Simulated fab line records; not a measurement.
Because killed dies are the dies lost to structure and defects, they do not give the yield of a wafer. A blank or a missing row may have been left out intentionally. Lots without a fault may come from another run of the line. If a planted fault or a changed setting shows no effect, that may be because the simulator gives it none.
fab line records + flow n5Finfet + part 1 of 2: steps 1 to 21 of 36
record:
- lots: 5
- wafers: 15
- lastDay: 19
route steps=1938 shown SD_EPI_N@293 SD_EPI_P@295
lots that met no fault: taken from a fault-free run of the same line
startH: hours from the record's opening day to when the first of the lot's shown wafers began + waitH: hours since the lot's step before + " identical to the entry in the row above + L1.1+2: a single row standing in for several wafers + - no value, or no start given + * or withheld: withheld + < > ~ a bound
route shown NAME@n: names a module that has steps shown in the file, with the first one's number in the route + usual: the fault-free wafers' mean and standard deviation + same: alike in all rows + chamber/n: place in a boat + sites: the reading at each site + _std_site: standard deviation across them + _edge_site: outer sites' mean less inner sites' + radiusMm: for every site, how far away it sits from the centre of the wafer + mask NAME#n: copy n + behind: the most recent tool/chamber to have shaped the wafer + hold: what put the lot on hold/how long, in hours/how the hold closed + device: names the non-switching transistor (n, p or np) + end of line: the tests these same wafers got at the end of their route + a step given without rows: its recipe and nothing more + killed: not the wafer's yield, but the dies lost to structure and defects at the first sort + map: a wafer's dies, x killed, . not, _ none there
set.NAME: the setting the step ran with; set.NAME@STEP: the setting that earlier step ran with + model.NAME: the simulator's own value behind a step, which no gauge read
lots at some steps of the route; a table a step, a row a wafer
services: the hour from which a tool's chamber was out of use, counted from the record's first day as startH (under 0 if before that day), plus the number of hours and why
== steps ==
step: N5_SD_EPI_N_LINER_46
recipe:
- material: SiNx
- targetThkA: 30
- tempC: 400
- aldPrecursorFamily: SiH2I2
- aldCoReactant: N2/H2-plasma
- pressureTorr: 2
usual:
- heaterPowerW: 894/90
| lot.wafer | tool      | chamber | startH | waitH | heaterPowerW |
|-----------|-----------|---------|--------|-------|--------------|
| L074.2    | aldSin-01 | 0       | 55.12  | 0.3   | 1076         |
| L074.4    | "         | 2       | "      | "     | 821          |
| L074.5    | "         | 2       | "      | "     | 808          |
| L076.2    | aldSin-03 | 1       | 66.51  | 0.4   | 864          |
| L076.3    | "         | 3       | "      | "     | 888          |
| L076.6    | "         | 0       | "      | "     | 964          |
| L080.2    | aldSin-02 | 1       | 90.94  | 0.3   | 842          |
| L080.3    | "         | 3       | "      | "     | 838          |
| L080.5    | "         | 2       | "      | "     | 834          |
| L091.3    | aldSin-02 | 2       | 155.18 | 0.1   | 841          |
| L091.4    | "         | 0       | "      | "     | 799          |
| L091.5    | "         | 1       | "      | "     | 833          |
| L096.1    | aldSin-01 | 1       | 193.71 | 0.2   | 922          |
| L096.3    | "         | 3       | "      | "     | 882          |
| L096.6    | "         | 0       | "      | "     | 1145         |
step: N5_SD_EPI_N_INSPECT_26
recipe:
- inspectInstrument: darkfield
- mode: postEpi
usual:
- rawDefectCount: 208/39
| lot.wafer | tool             | chamber | startH | waitH | rawDefectCount |
|-----------|------------------|---------|--------|-------|----------------|
| L074.2    | defectInspect-02 | -       | 55.37  | 0.1   | 212            |
| L074.4    | "                | -       | "      | "     | 210            |
| L074.5    | "                | -       | "      | "     | 235            |
| L076.2    | defectInspect-01 | -       | 66.77  | 0.1   | 194            |
| L076.3    | "                | -       | "      | "     | 236            |
| L076.6    | "                | -       | "      | "     | 223            |
| L080.2    | defectInspect-02 | -       | 91.19  | 0.1   | 201            |
| L080.3    | "                | -       | "      | "     | 194            |
| L080.5    | "                | -       | "      | "     | 181            |
| L091.3    | defectInspect-01 | -       | 155.43 | 0.1   | 200            |
| L091.4    | "                | -       | "      | "     | 229            |
| L091.5    | "                | -       | "      | "     | 200            |
| L096.1    | defectInspect-02 | -       | 193.96 | 0.1   | 228            |
| L096.3    | "                | -       | "      | "     | 251            |
| L096.6    | "                | -       | "      | "     | 333            |
step: N5_SD_EPI_P_COAT_34
recipe:
- resist: SOC
- tempC: 250
- timeS: 60
- spinRpm: 1500
- resistThkNm: 350
same:
- timeS: 60
| lot.wafer  | tool          | chamber | startH | waitH |
|------------|---------------|---------|--------|-------|
| L074.2+4+5 | lithoTrack-02 | 0       | 55.40  | 0.0   |
| L076.2+3+6 | lithoTrack-02 | 0       | 66.80  | 0.0   |
| L080.2+3+5 | lithoTrack-01 | 0       | 91.22  | 0.0   |
| L091.3+4+5 | lithoTrack-02 | 0       | 155.46 | 0.0   |
| L096.1+3+6 | lithoTrack-01 | 0       | 193.99 | 0.0   |
step: N5_SD_EPI_P_COAT_35
recipe:
- resist: SiARC
- tempC: 220
- timeS: 60
- spinRpm: 1500
- resistThkNm: 35
same:
- timeS: 60
| lot.wafer  | tool          | chamber | startH | waitH |
|------------|---------------|---------|--------|-------|
| L074.2+4+5 | lithoTrack-02 | 0       | -      | -     |
| L076.2+3+6 | lithoTrack-02 | 0       | -      | -     |
| L080.2+3+5 | lithoTrack-01 | 0       | -      | -     |
| L091.3+4+5 | lithoTrack-02 | 0       | -      | -     |
| L096.1+3+6 | lithoTrack-01 | 0       | -      | -     |
step: N5_SD_EPI_P_COAT_03
recipe:
- resist: CAR-ArF-block
- spinRpm: 1500
- resistThkNm: 150
| lot.wafer  | tool          | chamber | startH | waitH |
|------------|---------------|---------|--------|-------|
| L074.2+4+5 | lithoTrack-02 | 0       | -      | -     |
| L076.2+3+6 | lithoTrack-02 | 0       | -      | -     |
| L080.2+3+5 | lithoTrack-01 | 0       | -      | -     |
| L091.3+4+5 | lithoTrack-02 | 0       | -      | -     |
| L096.1+3+6 | lithoTrack-01 | 0       | -      | -     |
step: N5_SD_EPI_P_EBR_05
recipe:
- solvent: PGMEA
- ebrWidthMm: 1.5
| lot.wafer  | tool          | chamber | startH | waitH |
|------------|---------------|---------|--------|-------|
| L074.2+4+5 | lithoTrack-02 | 0       | -      | -     |
| L076.2+3+6 | lithoTrack-02 | 0       | -      | -     |
| L080.2+3+5 | lithoTrack-01 | 0       | -      | -     |
| L091.3+4+5 | lithoTrack-02 | 0       | -      | -     |
| L096.1+3+6 | lithoTrack-01 | 0       | -      | -     |
step: N5_SD_EPI_P_SOFTBAKE_04
recipe:
- tempC: 110
- timeS: 60
- resist: CAR-ArF-block
same:
- timeS: 60
| lot.wafer  | tool          | chamber | startH | waitH |
|------------|---------------|---------|--------|-------|
| L074.2+4+5 | lithoTrack-02 | 0       | -      | -     |
| L076.2+3+6 | lithoTrack-02 | 0       | -      | -     |
| L080.2+3+5 | lithoTrack-01 | 0       | -      | -     |
| L091.3+4+5 | lithoTrack-02 | 0       | -      | -     |
| L096.1+3+6 | lithoTrack-01 | 0       | -      | -     |
step: N5_SD_EPI_P_EXPOSE_06
recipe:
- maskId: SD_P_BLK
- na: 1.35
- sourceShape: conventional
- sigmaOuter: 0.8
- polarization: unpolarized
- targetCdNm: 240
- doseMj: 39.5
usual:
- stageVelMmS: 500.01/0.26
same:
- na: 1.35
| lot.wafer | tool           | chamber | startH | waitH | mask       | stageVelMmS |
|-----------|----------------|---------|--------|-------|------------|-------------|
| L074.2    | arfiScanner-01 | 0       | 55.53  | -     | SD_P_BLK#0 | 499.86      |
| L074.4    | "              | 0       | "      | "     | SD_P_BLK#0 | 500.12      |
| L074.5    | "              | 0       | "      | "     | SD_P_BLK#0 | 499.79      |
| L076.2    | arfiScanner-03 | 0       | 66.93  | -     | SD_P_BLK#0 | 500.18      |
| L076.3    | "              | 0       | "      | "     | SD_P_BLK#0 | 499.75      |
| L076.6    | "              | 0       | "      | "     | SD_P_BLK#0 | 499.87      |
| L080.2    | arfiScanner-01 | 0       | 91.35  | -     | SD_P_BLK#0 | 500.15      |
| L080.3    | "              | 0       | "      | "     | SD_P_BLK#0 | 500.62      |
| L080.5    | "              | 0       | "      | "     | SD_P_BLK#0 | 500.26      |
| L091.3    | arfiScanner-03 | 0       | 155.72 | -     | SD_P_BLK#0 | 500.09      |
| L091.4    | "              | 0       | "      | "     | SD_P_BLK#0 | 499.79      |
| L091.5    | "              | 0       | "      | "     | SD_P_BLK#0 | 500.10      |
| L096.1    | arfiScanner-02 | 0       | 194.23 | -     | SD_P_BLK#0 | 499.89      |
| L096.3    | "              | 0       | "      | "     | SD_P_BLK#0 | 499.75      |
| L096.6    | "              | 0       | "      | "     | SD_P_BLK#0 | 499.90      |
step: N5_SD_EPI_P_PEB_07
recipe:
- pebTempC: 110
- pebTimeS: 60
- resist: CAR-ArF-block
| lot.wafer  | tool          | chamber | startH | waitH |
|------------|---------------|---------|--------|-------|
| L074.2+4+5 | lithoTrack-02 | 0       | 55.58  | 0.0   |
| L076.2+3+6 | lithoTrack-02 | 0       | 66.99  | 0.0   |
| L080.2+3+5 | lithoTrack-02 | 0       | 91.40  | 0.0   |
| L091.3+4+5 | lithoTrack-04 | 0       | 155.77 | 0.0   |
| L096.1+3+6 | lithoTrack-02 | 0       | 194.29 | 0.1   |
step: N5_SD_EPI_P_DEVELOP_08
recipe:
- developTimeS: 30
- developer: TMAH
- resist: CAR-ArF-block
- devTempC: 23
- rinseLiquid: diw
- dry: airSpin
| lot.wafer  | tool          | chamber | startH | waitH |
|------------|---------------|---------|--------|-------|
| L074.2+4+5 | lithoTrack-02 | 0       | -      | -     |
| L076.2+3+6 | lithoTrack-02 | 0       | -      | -     |
| L080.2+3+5 | lithoTrack-02 | 0       | -      | -     |
| L091.3+4+5 | lithoTrack-04 | 0       | -      | -     |
| L096.1+3+6 | lithoTrack-02 | 0       | -      | -     |
step: N5_SD_EPI_P_CD_MEAS_09
recipe:
- targetCdNm: 240
- landingEnergyEv: 500
- detector: seInlens
usual:
- cdNm: 239.6/0.85
| lot.wafer | tool     | chamber | startH | waitH | cdNm  |
|-----------|----------|---------|--------|-------|-------|
| L074.2    | cdSem-02 | 0       | 55.65  | -     | 240.8 |
| L074.4    | "        | 0       | "      | "     | 239.9 |
| L074.5    | "        | 0       | "      | "     | 240.3 |
| L076.2    | cdSem-01 | 0       | 67.05  | -     | 240.0 |
| L076.3    | "        | 0       | "      | "     | 238.6 |
| L076.6    | "        | 0       | "      | "     | 239.1 |
| L080.2    | cdSem-01 | 0       | 91.47  | -     | 240.5 |
| L080.3    | "        | 0       | "      | "     | 238.8 |
| L080.5    | "        | 0       | "      | "     | 240.4 |
| L091.3    | cdSem-02 | 0       | 155.83 | -     | 239.5 |
| L091.4    | "        | 0       | "      | "     | 240.0 |
| L091.5    | "        | 0       | "      | "     | 240.1 |
| L096.1    | cdSem-01 | 0       | 194.36 | -     | 241.3 |
| L096.3    | "        | 0       | "      | "     | 240.5 |
| L096.6    | "        | 0       | "      | "     | 240.3 |
step: N5_SD_EPI_P_OVL_MEAS_10
recipe:
- pointsPerWafer: 44
usual:
- SD_P_BLK_OVL: 0.2/0.66
| lot.wafer | tool       | chamber | startH | waitH | SD_P_BLK_OVL[nm] |
|-----------|------------|---------|--------|-------|------------------|
| L074.2    | overlay-02 | 0       | 55.68  | 0.0   | -0.8             |
| L074.4    | "          | 0       | "      | "     | 0.3              |
| L074.5    | "          | 0       | "      | "     | 0.4              |
| L076.2    | overlay-02 | 0       | 67.08  | 0.0   | 0.3              |
| L076.3    | "          | 0       | "      | "     | 0.8              |
| L076.6    | "          | 0       | "      | "     | 0.6              |
| L080.2    | overlay-01 | 0       | 91.50  | 0.0   | 0.0              |
| L080.3    | "          | 0       | "      | "     | 0.9              |
| L080.5    | "          | 0       | "      | "     | 1.3              |
| L091.3    | overlay-01 | 0       | 155.86 | 0.0   | -0.4             |
| L091.4    | "          | 0       | "      | "     | 0.1              |
| L091.5    | "          | 0       | "      | "     | 0.2              |
| L096.1    | overlay-01 | 0       | 194.39 | 0.0   | 0.1              |
| L096.3    | "          | 0       | "      | "     | 0.9              |
| L096.6    | "          | 0       | "      | "     | 1.1              |
step: N5_SD_EPI_P_INSPECT_11
recipe:
- mode: adi
- inspectInstrument: macro
usual:
- rawDefectCount: 2.2/1.5
| lot.wafer | tool             | chamber | startH | waitH | rawDefectCount |
|-----------|------------------|---------|--------|-------|----------------|
| L074.2    | defectInspect-01 | -       | 55.70  | 0.0   | 4              |
| L074.4    | "                | -       | "      | "     | 1              |
| L074.5    | "                | -       | "      | "     | 4              |
| L076.2    | defectInspect-02 | -       | 67.11  | 0.0   | 2              |
| L076.3    | "                | -       | "      | "     | 4              |
| L076.6    | "                | -       | "      | "     | 4              |
| L080.2    | defectInspect-01 | -       | 91.52  | 0.0   | 6              |
| L080.3    | "                | -       | "      | "     | 1              |
| L080.5    | "                | -       | "      | "     | 0              |
| L091.3    | defectInspect-01 | -       | 155.89 | 0.0   | 3              |
| L091.4    | "                | -       | "      | "     | 0              |
| L091.5    | "                | -       | "      | "     | 1              |
| L096.1    | defectInspect-02 | -       | 194.41 | 0.0   | 7              |
| L096.3    | "                | -       | "      | "     | 3              |
| L096.6    | "                | -       | "      | "     | 1              |
step: N5_SD_EPI_P_DESCUM_14
recipe:
- chemistry: O2
- timeS: 7.9
- sourcePowerW: 50
- biasPowerW: 20
- pressureMtorr: 20
- rfFrequencyHz: 2.712e+07
- tempC: 40
- resist: CAR-ArF-block
- o2FlowSccm: 225
usual:
- drypumpMotorCurrentA: 5.8/0.47
- oesProductAu: 0.78/0.088
- rfVppV: 243.1/1.4
- showerheadPlenumPTorr: 2.09/0.08
- throttleValvePct: 20.52/0.22
same:
- timeS: 7.9
| lot.wafer | tool       | chamber | startH | waitH | drypumpMotorCurrentA | oesProductAu | rfHoursCounterH | rfVppV | showerheadPlenumPTorr | throttleValvePct |
|-----------|------------|---------|--------|-------|----------------------|--------------|-----------------|--------|-----------------------|------------------|
| L074.2    | rieDiel-06 | 2       | 55.73  | 0.0   | 6.1                  | 0.68         | 237             | 244.7  | 2.15                  | 20.89            |
| L074.4    | "          | 1       | "      | "     | 6.5                  | 0.80         | 133             | 244.1  | 2.10                  | 20.71            |
| L074.5    | "          | 1       | "      | "     | 6.5                  | 0.79         | -               | 242.3  | 2.10                  | 20.73            |
| L076.2    | rieDiel-02 | 0       | 67.16  | 0.1   | 6.1                  | 0.72         | 212             | 244.0  | 2.14                  | 20.06            |
| L076.3    | "          | 3       | "      | "     | 5.2                  | 1.01         | 2               | 245.0  | 2.13                  | 20.54            |
| L076.6    | "          | 3       | "      | "     | 5.2                  | 1.01         | -               | 245.7  | 2.13                  | 20.54            |
| L080.2    | rieDiel-05 | 1       | 91.65  | 0.1   | 5.6                  | 0.70         | 197             | 244.2  | 2.17                  | 20.46            |
| L080.3    | "          | 0       | "      | "     | 5.8                  | 0.71         | 225             | 241.8  | 2.06                  | 20.60            |
| L080.5    | "          | 3       | "      | "     | 5.1                  | 0.74         | -               | 242.0  | 2.10                  | 20.21            |
| L091.3    | rieDiel-06 | 1       | 155.92 | 0.0   | 6.4                  | 0.76         | 166             | 242.6  | 2.09                  | 20.79            |
| L091.4    | "          | 3       | "      | "     | 6.0                  | 0.71         | 190             | 242.4  | 1.98                  | 20.59            |
| L091.5    | "          | 2       | "      | "     | 6.1                  | 0.96         | -               | 245.6  | 2.14                  | 20.51            |
| L096.1    | rieDiel-02 | 3       | 194.45 | 0.0   | 5.2                  | 0.90         | 40              | 244.3  | 2.11                  | 20.62            |
| L096.3    | "          | 1       | "      | "     | 6.6                  | 0.88         | 25              | 246.1  | 2.23                  | 20.29            |
| L096.6    | "          | 1       | "      | "     | 6.5                  | 0.89         | -               | 245.6  | 2.23                  | 20.29            |
step: N5_SD_EPI_P_ETCH_36
recipe:
- chemistry: CF4
- target: SiARC
- targetDepthA: 455
- maskMaterial: CAR-ArF-block
- timeS: 75.8
- ionEnergyEv: 80
- pressureMtorr: 40
- sourceW: 545
- biasW: 36
- Ar_flow_sccm: 100
- cf4FlowSccm: 100
- ends: cleared
usual:
- drypumpMotorCurrentA: 5.8/0.47
- etchRfOnTimeS: 75.2/2
- oesProductAu: 0.67/0.075
- rfVppV: 184.0/1.4
- showerheadPlenumPTorr: 2.14/0.078
- throttleValvePct: 15.70/0.22
| lot.wafer | tool       | chamber | startH | waitH | drypumpMotorCurrentA | etchRfOnTimeS | oesProductAu | rfHoursCounterH | rfVppV | showerheadPlenumPTorr | throttleValvePct |
|-----------|------------|---------|--------|-------|----------------------|---------------|--------------|-----------------|--------|-----------------------|------------------|
| L074.2    | rieDiel-06 | 2       | 55.77  | 0.0   | 6.1                  | 77.3          | 0.58         | 237             | 184.7  | 2.19                  | 16.09            |
| L074.4    | "          | 1       | "      | "     | 6.5                  | 72.7          | 0.69         | 133             | 184.1  | 2.14                  | 15.83            |
| L074.5    | "          | 1       | "      | "     | 6.4                  | 71.9          | 0.69         | -               | 184.2  | 2.14                  | 15.84            |
| L076.2    | rieDiel-02 | 0       | 67.20  | 0.0   | 6.1                  | 72.3          | 0.63         | 212             | 184.2  | 2.21                  | 15.44            |
| L076.3    | "          | 3       | "      | "     | 5.3                  | 72.3          | 0.88         | 2               | 185.3  | 2.19                  | 15.68            |
| L076.6    | "          | 3       | "      | "     | 5.2                  | 72.7          | 0.87         | -               | 183.1  | 2.19                  | 15.68            |
| L080.2    | rieDiel-05 | 1       | 91.69  | 0.0   | 5.6                  | 78.8          | 0.60         | 197             | 186.0  | 2.21                  | 15.62            |
| L080.3    | "          | 0       | "      | "     | 5.8                  | 77.5          | 0.61         | 225             | 184.2  | 2.12                  | 15.86            |
| L080.5    | "          | 3       | "      | "     | 5.1                  | 74.9          | 0.64         | -               | 183.9  | 2.12                  | 15.33            |
| L091.3    | rieDiel-06 | 1       | 155.95 | 0.0   | 6.5                  | 74.1          | 0.65         | 166             | 183.5  | 2.12                  | 15.89            |
| L091.4    | "          | 3       | "      | "     | 6.0                  | 76.2          | 0.61         | 190             | 184.3  | 2.05                  | 15.94            |
| L091.5    | "          | 2       | "      | "     | 6.1                  | 77.5          | 0.82         | -               | 184.6  | 2.19                  | 15.62            |
| L096.1    | rieDiel-02 | 3       | 194.48 | 0.0   | 5.3                  | 74.1          | 0.77         | 40              | 183.9  | 2.18                  | 15.76            |
| L096.3    | "          | 1       | "      | "     | 6.5                  | 75.2          | 0.76         | 25              | 185.4  | 2.26                  | 15.34            |
| L096.6    | "          | 1       | "      | "     | 6.6                  | 75.0          | 0.76         | -               | 184.4  | 2.26                  | 15.33            |
step: N5_SD_EPI_P_ETCH_37
recipe:
- chemistry: N2/H2
- target: SOC
- overetchA: 1080
- maskMaterial: SiARC
- tempC: 40
- ionEnergyEv: 100
- sourceW: 3000
- biasW: 133
- pressureMtorr: 20
- timeS: 486
- n2FlowSccm: 200
- h2FlowSccm: 200
- ends: endPoint
usual:
- drypumpMotorCurrentA: 5.8/0.47
- oesProductAu: 0.70/0.074
- rfVppV: 240.7/1.5
- showerheadPlenumPTorr: 2.54/0.1
- throttleValvePct: 23.98/0.23
| lot.wafer | tool       | chamber | startH | waitH | drypumpMotorCurrentA | oesProductAu | rfHoursCounterH | rfVppV | showerheadPlenumPTorr | throttleValvePct |
|-----------|------------|---------|--------|-------|----------------------|--------------|-----------------|--------|-----------------------|------------------|
| L074.2    | rieDiel-06 | 2       | 55.82  | 0.0   | 6.1                  | 0.62         | 237             | 243.1  | 2.61                  | 24.19            |
| L074.4    | "          | 1       | "      | "     | 6.5                  | 0.70         | 133             | 241.7  | 2.53                  | 23.97            |
| L074.5    | "          | 1       | "      | "     | 6.5                  | 0.69         | -               | 241.2  | 2.53                  | 23.96            |
| L076.2    | rieDiel-02 | 0       | 67.25  | 0.0   | 6.1                  | 0.64         | 212             | 241.9  | 2.63                  | 23.83            |
| L076.3    | "          | 3       | "      | "     | 5.3                  | 0.89         | 2               | 241.1  | 2.60                  | 24.30            |
| L076.6    | "          | 3       | "      | "     | 5.3                  | 0.89         | -               | 242.4  | 2.60                  | 24.31            |
| L080.2    | rieDiel-05 | 1       | 91.74  | 0.0   | 5.6                  | 0.63         | 197             | 243.1  | 2.63                  | 24.18            |
| L080.3    | "          | 0       | "      | "     | 5.8                  | 0.64         | 225             | 240.2  | 2.49                  | 24.14            |
| L080.5    | "          | 3       | "      | "     | 5.1                  | 0.66         | -               | 239.9  | 2.53                  | 23.54            |
| L091.3    | rieDiel-06 | 1       | 156.01 | 0.0   | 6.5                  | 0.68         | 167             | 239.5  | 2.52                  | 24.01            |
| L091.4    | "          | 3       | "      | "     | 6.0                  | 0.64         | 191             | 240.4  | 2.40                  | 23.91            |
| L091.5    | "          | 2       | "      | "     | 6.1                  | 0.87         | -               | 240.3  | 2.60                  | 23.86            |
| L096.1    | rieDiel-02 | 3       | 194.54 | 0.0   | 5.2                  | 0.80         | 40              | 240.9  | 2.58                  | 24.36            |
| L096.3    | "          | 1       | "      | "     | 6.6                  | 0.79         | 25              | 244.5  | 2.71                  | 23.87            |
| L096.6    | "          | 1       | "      | "     | 6.6                  | 0.80         | -               | 242.7  | 2.71                  | 23.89            |
step: N5_SD_EPI_P_STRIP_38
recipe:
- chemistry: N2/H2
- tempC: 40
- n2FlowSccm: 200
- h2FlowSccm: 200
- rfFrequencyHz: 6e+07
| lot.wafer  | tool       | chamber | startH | waitH |
|------------|------------|---------|--------|-------|
| L074.2+4+5 | rieDiel-06 | 2,1,1   | 56.14  | 0.2   |
| L076.2+3+6 | rieDiel-02 | 0,3,3   | 67.57  | 0.2   |
| L080.2+3+5 | rieDiel-05 | 1,0,3   | 92.06  | 0.2   |
| L091.3+4+5 | rieDiel-06 | 1,3,2   | 156.32 | 0.2   |
| L096.1+3+6 | rieDiel-02 | 3,1,1   | 194.85 | 0.2   |
step: N5_SD_EPI_P_ETCHBACK_46
recipe:
- chemistry: CH3F/O2
- mode: anisotropicEtchback
- target: SiNx
- targetDepthA: 175
- stopOn: SiO2
- overEtchFrac: 0.3
- ionEnergyEv: 120
- pressureMtorr: 30
- sourceW: 395
- biasW: 73
- Ar_flow_sccm: 150
- CH3F_flow_sccm: 30
- O2_flow_sccm: 20
usual:
- drypumpMotorCurrentA: 5.8/0.47
- oes_o_777_au: 0.79/0.083
- oesProductAu: 0.67/0.071
- rfVppV: 300/4.4
- showerheadPlenumPTorr: 2.00/0.077
- throttleValvePct: 16.45/0.22
| lot.wafer | tool       | chamber | startH | waitH | drypumpMotorCurrentA | oes_o_777_au | oesProductAu | rfHoursCounterH | rfVppV | showerheadPlenumPTorr | throttleValvePct |
|-----------|------------|---------|--------|-------|----------------------|--------------|--------------|-----------------|--------|-----------------------|------------------|
| L074.2    | rieDiel-06 | 2       | 56.15  | 0.0   | 6.1                  | 0.66         | 0.58         | 237             | 302    | 2.05                  | 16.78            |
| L074.4    | "          | 1       | "      | "     | 6.5                  | 0.82         | 0.67         | 134             | 296    | 2.00                  | 16.63            |
| L074.5    | "          | 1       | "      | "     | 6.4                  | 0.81         | 0.67         | -               | 295    | 2.00                  | 16.61            |
| L076.2    | rieDiel-02 | 0       | 67.58  | 0.0   | 6.1                  | 0.73         | 0.62         | 212             | 298    | 2.07                  | 16.15            |
| L076.3    | "          | 3       | "      | "     | 5.2                  | 1.00         | 0.85         | 2               | 300    | 2.05                  | 16.46            |
| L076.6    | "          | 3       | "      | "     | 5.2                  | 0.99         | 0.84         | -               | 298    | 2.05                  | 16.48            |
| L080.2    | rieDiel-05 | 1       | 92.07  | 0.0   | 5.6                  | 0.70         | 0.61         | 197             | 299    | 2.07                  | 16.40            |
| L080.3    | "          | 0       | "      | "     | 5.8                  | 0.71         | 0.61         | 225             | 298    | 1.98                  | 16.63            |
| L080.5    | "          | 3       | "      | "     | 5.1                  | 0.74         | 0.63         | -               | 302    | 1.99                  | 16.08            |
| L091.3    | rieDiel-06 | 1       | 156.33 | 0.0   | 6.5                  | 0.78         | 0.65         | 167             | 295    | 1.99                  | 16.68            |
| L091.4    | "          | 3       | "      | "     | 6.0                  | 0.71         | 0.62         | 191             | 308    | 1.91                  | 16.65            |
| L091.5    | "          | 2       | "      | "     | 6.1                  | 0.93         | 0.82         | -               | 302    | 2.04                  | 16.35            |
| L096.1    | rieDiel-02 | 3       | 194.86 | 0.0   | 5.2                  | 0.89         | 0.76         | 40              | 298    | 2.03                  | 16.53            |
| L096.3    | "          | 1       | "      | "     | 6.5                  | 0.90         | 0.76         | 25              | 307    | 2.12                  | 16.09            |
| L096.6    | "          | 1       | "      | "     | 6.6                  | 0.89         | 0.76         | -               | 308    | 2.12                  | 16.10            |
step: N5_SD_EPI_P_ETCH_47
recipe:
- chemistry: CH3F/O2
- target: SiOCN
- targetDepthA: 250
- maskMaterial: SOC
- ionEnergyEv: 60
- biasW: 29
- pressureMtorr: 30
- sourceW: 410
- Ar_flow_sccm: 150
- CH3F_flow_sccm: 30
- O2_flow_sccm: 20
usual:
- drypumpMotorCurrentA: 5.8/0.47
- oes_o_777_au: 0.79/0.083
- oesProductAu: 0.79/0.087
- rfVppV: 128.6/1.9
- showerheadPlenumPTorr: 2.00/0.077
- throttleValvePct: 16.43/0.21
| lot.wafer | tool       | chamber | startH | waitH | drypumpMotorCurrentA | oes_o_777_au | oesProductAu | rfHoursCounterH | rfVppV | showerheadPlenumPTorr | throttleValvePct |
|-----------|------------|---------|--------|-------|----------------------|--------------|--------------|-----------------|--------|-----------------------|------------------|
| L074.2    | rieDiel-06 | 2       | 56.25  | 0.1   | 6.1                  | 0.66         | 0.67         | 237             | 128.7  | 2.05                  | 16.77            |
| L074.4    | "          | 1       | "      | "     | 6.5                  | 0.81         | 0.79         | 134             | 127.5  | 2.00                  | 16.59            |
| L074.5    | "          | 1       | "      | "     | 6.5                  | 0.81         | 0.80         | -               | 128.0  | 2.00                  | 16.59            |
| L076.2    | rieDiel-02 | 0       | 67.68  | 0.1   | 6.1                  | 0.73         | 0.73         | 212             | 127.6  | 2.07                  | 16.14            |
| L076.3    | "          | 3       | "      | "     | 5.2                  | 1.01         | 1.01         | 2               | 129.1  | 2.05                  | 16.43            |
| L076.6    | "          | 3       | "      | "     | 5.2                  | 1.00         | 1.01         | -               | 127.0  | 2.05                  | 16.43            |
| L080.2    | rieDiel-05 | 1       | 92.17  | 0.1   | 5.6                  | 0.70         | 0.70         | 197             | 127.8  | 2.07                  | 16.37            |
| L080.3    | "          | 0       | "      | "     | 5.8                  | 0.71         | 0.72         | 225             | 128.3  | 1.98                  | 16.58            |
| L080.5    | "          | 3       | "      | "     | 5.1                  | 0.75         | 0.74         | -               | 126.6  | 1.99                  | 16.06            |
| L091.3    | rieDiel-06 | 1       | 156.43 | 0.1   | 6.5                  | 0.78         | 0.76         | 167             | 126.3  | 1.99                  | 16.65            |
| L091.4    | "          | 3       | "      | "     | 6.0                  | 0.71         | 0.72         | 191             | 131.5  | 1.91                  | 16.62            |
| L091.5    | "          | 2       | "      | "     | 6.1                  | 0.94         | 0.95         | -               | 129.9  | 2.04                  | 16.32            |
| L096.1    | rieDiel-02 | 3       | 194.96 | 0.1   | 5.2                  | 0.89         | 0.90         | 40              | 127.6  | 2.03                  | 16.51            |
| L096.3    | "          | 1       | "      | "     | 6.5                  | 0.89         | 0.89         | 25              | 133.2  | 2.12                  | 16.09            |
| L096.6    | "          | 1       | "      | "     | 6.5                  | 0.89         | 0.90         | -               | 131.9  | 2.12                  | 16.08            |
step: N5_SD_EPI_P_ETCH_16
recipe:
- chemistry: CHF3/O2
- target: SiO2
- targetDepthA: 50
- maskMaterial: SOC
- pressureMtorr: 30
- sourceW: 650
- biasW: 170
- Ar_flow_sccm: 200
- CHF3_flow_sccm: 50
- O2_flow_sccm: 5
- ionEnergyEv: 200
usual:
- drypumpMotorCurrentA: 5.8/0.47
- oes_o_777_au: 0.78/0.081
- oesProductAu: 0.79/0.087
- rfVppV: 529/7.7
- showerheadPlenumPTorr: 2.41/0.09
- throttleValvePct: 19.01/0.23
| lot.wafer | tool       | chamber | startH | waitH | drypumpMotorCurrentA | oes_o_777_au | oesProductAu | rfHoursCounterH | rfVppV | showerheadPlenumPTorr | throttleValvePct |
|-----------|------------|---------|--------|-------|----------------------|--------------|--------------|-----------------|--------|-----------------------|------------------|
| L074.2    | rieDiel-06 | 2       | 56.35  | 0.1   | 6.1                  | 0.68         | 0.68         | 237             | 533    | 2.46                  | 19.31            |
| L074.4    | "          | 1       | "      | "     | 6.5                  | 0.80         | 0.79         | 134             | 521    | 2.41                  | 19.18            |
| L074.5    | "          | 1       | "      | "     | 6.5                  | 0.79         | 0.79         | -               | 520    | 2.41                  | 19.20            |
| L076.2    | rieDiel-02 | 0       | 67.78  | 0.1   | 6.1                  | 0.71         | 0.73         | 212             | 524    | 2.49                  | 18.69            |
| L076.3    | "          | 3       | "      | "     | 5.2                  | 0.98         | 1.01         | 2               | 527    | 2.47                  | 19.07            |
| L076.6    | "          | 3       | "      | "     | 5.2                  | 0.98         | 1.01         | -               | 526    | 2.47                  | 19.09            |
| L080.2    | rieDiel-05 | 1       | 92.27  | 0.1   | 5.6                  | 0.71         | 0.69         | 197             | 526    | 2.49                  | 18.91            |
| L080.3    | "          | 0       | "      | "     | 5.8                  | 0.71         | 0.71         | 225             | 524    | 2.39                  | 19.15            |
| L080.5    | "          | 3       | "      | "     | 5.2                  | 0.76         | 0.74         | -               | 528    | 2.39                  | 18.56            |
| L091.3    | rieDiel-06 | 1       | 156.53 | 0.1   | 6.5                  | 0.77         | 0.77         | 167             | 521    | 2.40                  | 19.26            |
| L091.4    | "          | 3       | "      | "     | 6.0                  | 0.71         | 0.72         | 191             | 540    | 2.31                  | 19.20            |
| L091.5    | "          | 2       | "      | "     | 6.1                  | 0.94         | 0.95         | -               | 531    | 2.45                  | 18.92            |
| L096.1    | rieDiel-02 | 3       | 195.06 | 0.1   | 5.2                  | 0.89         | 0.91         | 40              | 526    | 2.45                  | 19.14            |
| L096.3    | "          | 1       | "      | "     | 6.6                  | 0.89         | 0.89         | 25              | 541    | 2.55                  | 18.68            |
| L096.6    | "          | 1       | "      | "     | 6.6                  | 0.88         | 0.90         | -               | 543    | 2.55                  | 18.69            |
step: N5_SD_EPI_P_STRIP_50
recipe:
- chemistry: CHF3/O2
- resist: SiARC
- rfFrequencyHz: 6e+07
| lot.wafer  | tool       | chamber | startH | waitH |
|------------|------------|---------|--------|-------|
| L074.2+4+5 | rieDiel-06 | 2,1,1   | 56.39  | 0.0   |
| L076.2+3+6 | rieDiel-02 | 0,3,3   | 67.82  | 0.0   |
| L080.2+3+5 | rieDiel-05 | 1,0,3   | 92.31  | 0.0   |
| L091.3+4+5 | rieDiel-06 | 1,3,2   | 156.57 | 0.0   |
| L096.1+3+6 | rieDiel-02 | 3,1,1   | 195.10 | 0.0   |
